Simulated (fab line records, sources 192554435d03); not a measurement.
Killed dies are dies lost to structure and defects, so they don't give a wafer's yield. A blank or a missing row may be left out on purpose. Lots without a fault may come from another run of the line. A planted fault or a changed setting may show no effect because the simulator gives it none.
Split-lot experiment | flow n5_finfet | 7 lots, 21 wafers read, on a route of 1938 steps

THE SPLIT
At N5_BEOL_M3_ILD_DEP_00 (deposits SiOC from DEMS/O2, target thk 79 nm, time 15.3 s), the setting time_s was moved away from the recipe's 15.3 s on 7 of the 21 wafers read, by -9.3% to +13.3%. The other wafers ran this setting at the recipe's value.

The file shows no step between the split and the reading.

THE READING
M3_ILD_THK, in nm, at N5_BEOL_M3_THK_MEAS_01. Fault-free wafers of this fab line usually give 78.6 nm, standard deviation 0.98 nm.

wafer  | tool, chamber at the split | time_s as run, s | against the recipe | M3_ILD_THK, nm | against lot-mates on the recipe
L076.1 | pecvd-04, 1                | 15.3             | recipe             | 78.1           | -
L076.2 | pecvd-04, 0                | 14.15            | -7.5%              | 73.0           | -5.1
L076.6 | pecvd-04, 1                | 14.15            | -7.5%              | 73.9           | -4.2
L081.2 | pecvd-04, 2                | 15.3             | recipe             | 78.4           | -
L081.5 | pecvd-04, 0                | 15.3             | recipe             | 79.4           | -
L081.6 | pecvd-04, 1                | 15.3             | recipe             | 79.5           | -
L086.3 | pecvd-04, 1                | 15.3             | recipe             | 78.3           | -
L086.4 | pecvd-04, 0                | 15.3             | recipe             | 79.1           | -
L086.5 | pecvd-04, 1                | 15.3             | recipe             | 78.6           | -
L089.2 | pecvd-03, 1                | 15.3             | recipe             | 79.2           | -
L089.3 | pecvd-03, 2                | 15.3             | recipe             | 78.6           | -
L089.4 | pecvd-03, 1                | 15.3             | recipe             | 79.7           | -
L091.3 | pecvd-03, 0                | 15.3             | recipe             | 76.8           | -
L091.4 | pecvd-03, 0                | 15.3             | recipe             | 78.8           | -
L091.5 | pecvd-03, 2                | 14.1             | -7.8%              | 73.8           | -4.0
L095.2 | pecvd-02, 2                | 13.87            | -9.3%              | 70.2           | -8.5
L095.4 | pecvd-02, 2                | 13.87            | -9.3%              | 71.3           | -7.4
L095.6 | pecvd-02, 1                | 15.3             | recipe             | 78.7           | -
L097.1 | pecvd-04, 0                | 17.33            | +13.3%             | 88.7           | +9.9
L097.3 | pecvd-04, 1                | 15.3             | recipe             | 78.8           | -
L097.6 | pecvd-04, 2                | 17.33            | +13.3%             | 90.1           | +11.3

THE FIT
A straight line over all 21 wafers: M3_ILD_THK changes by +0.786 nm for each +1% of time_s; r = +0.99; the points scatter about the line by 0.79 nm.
The same after taking each lot's own level away (the mean of its wafers on the recipe; 21 wafers): +0.761 nm for each +1%; r = +0.98; scatter 0.83 nm.
On that fit, the largest move of time_s shifts the reading by 10 nm.
The lots' own levels span 77.80 to 79.17 nm, that is 1.4 times the standard deviation above.
So the lot-to-lot level changes the slope little: the two slopes agree.
Check: with one of the wafers moved furthest among these (+13.3%) left out of the fit, the line predicts +10.4 nm for it against its lot-mates. It came out at +9.9 nm against them.

OTHER SPLITS ON THESE WAFERS
These wafers also went through other splits before the reading. Each is held against what the fit with the lots' levels taken away leaves over:
other split on the same wafers              | wafers away from the commonest value | r with M3_ILD_THK (lot level and that fit taken away)
N5_MOL_CONTACT_COAG_DESCUM_45 time_s        | 8                                    | +0.12
N5_BEOL_M0_SAQP_ETCH_106 target_depth_a     | 8                                    | -0.16
N5_BEOL_M0_SAQP_SPACER2_ALD_26 target_thk_a | 5                                    | +0.18
N5_BEOL_M0_ETCH_138 source_w                | 5                                    | +0.18
N5_BEOL_M0_ETCH_128 source_w                | 7                                    | -0.68
N5_BEOL_M1_VIA_ETCH_34 time_s               | 8                                    | -0.31
N5_BEOL_M1_TRENCH_ETCH_37 bias_w            | 8                                    | +0.11
N5_BEOL_M2_DEP_57 time_s                    | 6                                    | +0.31

THE WHOLE CHAIN: every reading that the file lists as answering this split, in the file's order
step                   | what it does                                              | reading                                                                            | change (the file's fit)               | r (the file's)
N5_BEOL_M3_ILD_DEP_00  | deposits SiOC from DEMS/O2, target thk 79 nm, time 15.3 s | SiOC_of_BEOL_M3_ILD_DEP_00.thk_nm (the simulator's own value, which no gauge read) | +0.737 nm for each +1% of the setting | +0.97
N5_BEOL_M3_THK_MEAS_01 |                                                           | M3_ILD_THK                                                                         | +0.74 for each +1% of the setting     | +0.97

THE FILE'S OWN FIT
M3_ILD_THK changes by +0.74 nm for each +1% of time_s, r = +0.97.
